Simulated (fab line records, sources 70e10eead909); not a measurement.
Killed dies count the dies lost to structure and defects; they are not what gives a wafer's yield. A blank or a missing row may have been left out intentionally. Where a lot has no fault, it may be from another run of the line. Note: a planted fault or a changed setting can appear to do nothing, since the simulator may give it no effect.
3 desks looking at one fault ; flow nand_harc ; every desk sees just its own numbers, and what lay behind them comes last

## THE DEFECT DESK
What the inspections along the route counted, lot by lot: means of the sampled wafers that have a number. Any lot whose mean is over 4 standard deviations away from the usual mean is out of limits and marked OUT; that distance is given in the brackets.
Columns: A = raw_defect_count at NHARC_A_CHANNEL_HOLE_D1_INSPECT_12, usual 5.7
lot;first seen here;A
L251;day 10 13:29;4.7
L257;day 12 12:25;5.3
L258;day 13 00:18;7.3
L260;day 13 21:25;4.0
L267;day 16 21:03;5.7
L269;day 17 17:26;6.0
L270;day 18 02:46;3.0
Finding of this desk: none of the 7 lots has anything out of limits.

## THE METROLOGY DESK
What the gauges read, lot by lot, whatever tool the lot ran on: means of the sampled wafers that have a number. Any lot whose mean is over 4 standard deviations away from the usual mean is out of limits and marked OUT; that distance is given in the brackets.
Columns: A = cd_nm at NHARC_A_CHANNEL_HOLE_D1_CD_MEAS_10, usual 100.1 nm; B = overlay_x_nm at NHARC_A_CHANNEL_HOLE_D1_OVL_MEAS_11, usual -0.2 nm; C = overlay_y_nm at NHARC_A_CHANNEL_HOLE_D1_OVL_MEAS_11, usual 0.3 nm
lot;first seen here;A;B;C
L251;day 10 13:21;100.2;-0.4;-0.5
L257;day 12 12:17;99.9;1.7;0.6
L258;day 13 00:10;100.2;1.1;-0.8
L260;day 13 21:18;100.1;0.2;0.0
L267;day 16 20:56;100.1;0.8;0.1
L269;day 17 17:18;99.9;-1.4;1.3
L270;day 18 02:38;99.8;-0.2;1.1
Finding of this desk: none of the 7 lots has anything out of limits.

## TOOL OWNER'S DESK, rie_diel-09
The tool's own readings at NHARC_A_CHANNEL_HOLE_D1_ETCH_38 (etches the open film in CF4, target depth 39 nm, time 65 s): means of the sampled wafers that have a number, for each lot that ran on this tool. Any lot whose mean is over 4 standard deviations away from the usual mean is out of limits and marked OUT; that distance is given in the brackets.
Columns: A = drypump_motor_current_A at NHARC_A_CHANNEL_HOLE_D1_ETCH_38, usual 5.8 A; B = oes_product_au at NHARC_A_CHANNEL_HOLE_D1_ETCH_38, usual 1.000 a.u.; C = rf_fwd_power_W at NHARC_A_CHANNEL_HOLE_D1_ETCH_38, usual 297.6 W; D = rf_vpp_V at NHARC_A_CHANNEL_HOLE_D1_ETCH_38, usual 151.3 V; E = showerhead_plenum_p_Torr at NHARC_A_CHANNEL_HOLE_D1_ETCH_38, usual 1.77 Torr; F = throttle_valve_pct at NHARC_A_CHANNEL_HOLE_D1_ETCH_38, usual 13.284 %
lot;first seen here;A;B;C;D;E;F
L257;day 12 12:33;5.9;0.948 (-6.1) OUT;297.3;151.7;1.73;13.282
L258;day 13 00:28;5.5;0.905 (-11) OUT;298.2;150.8;1.73;13.283
L260;day 13 21:34;5.9;0.954 (-5.3) OUT;296.6;151.3;1.73;13.287
L269;day 17 17:35;5.9;1.004;295.6;151.7;1.73;13.282
L270;day 18 02:54;5.4;1.006;298.0;151.6;1.80;13.288
This desk's verdict: out of limits on L257, L258, L260, starting with L257 at day 12 12:33 (oes_product_au at NHARC_A_CHANNEL_HOLE_D1_ETCH_38). Within limits: L269, L270.

## TAKEN TOGETHER
At day 12 12:33, on L257, L258, L260, the tool owner's desk was in a position to raise an alarm.
Nothing the defect desk looked at was out of limits.
Metrology desk: nothing out of limits seen.
The defect desk has L257, L258, L260 on record, within its limits.
The metrology desk holds a record of L257, L258, L260, inside its limits.
The lots listed all ran NHARC_A_CHANNEL_HOLE_D1_ETCH_38 on rie_diel-09.

## WHAT THE SIMULATOR HAD INSERTED
rie_diel-09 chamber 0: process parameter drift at NHARC_A_CHANNEL_HOLE_D1_ETCH_38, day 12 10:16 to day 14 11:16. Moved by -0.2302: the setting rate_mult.
Lots struck among those shown: L257, L258, L260.
Hours from the fault's start to each desk's first reading out of limits: the tool owner's desk, 2.
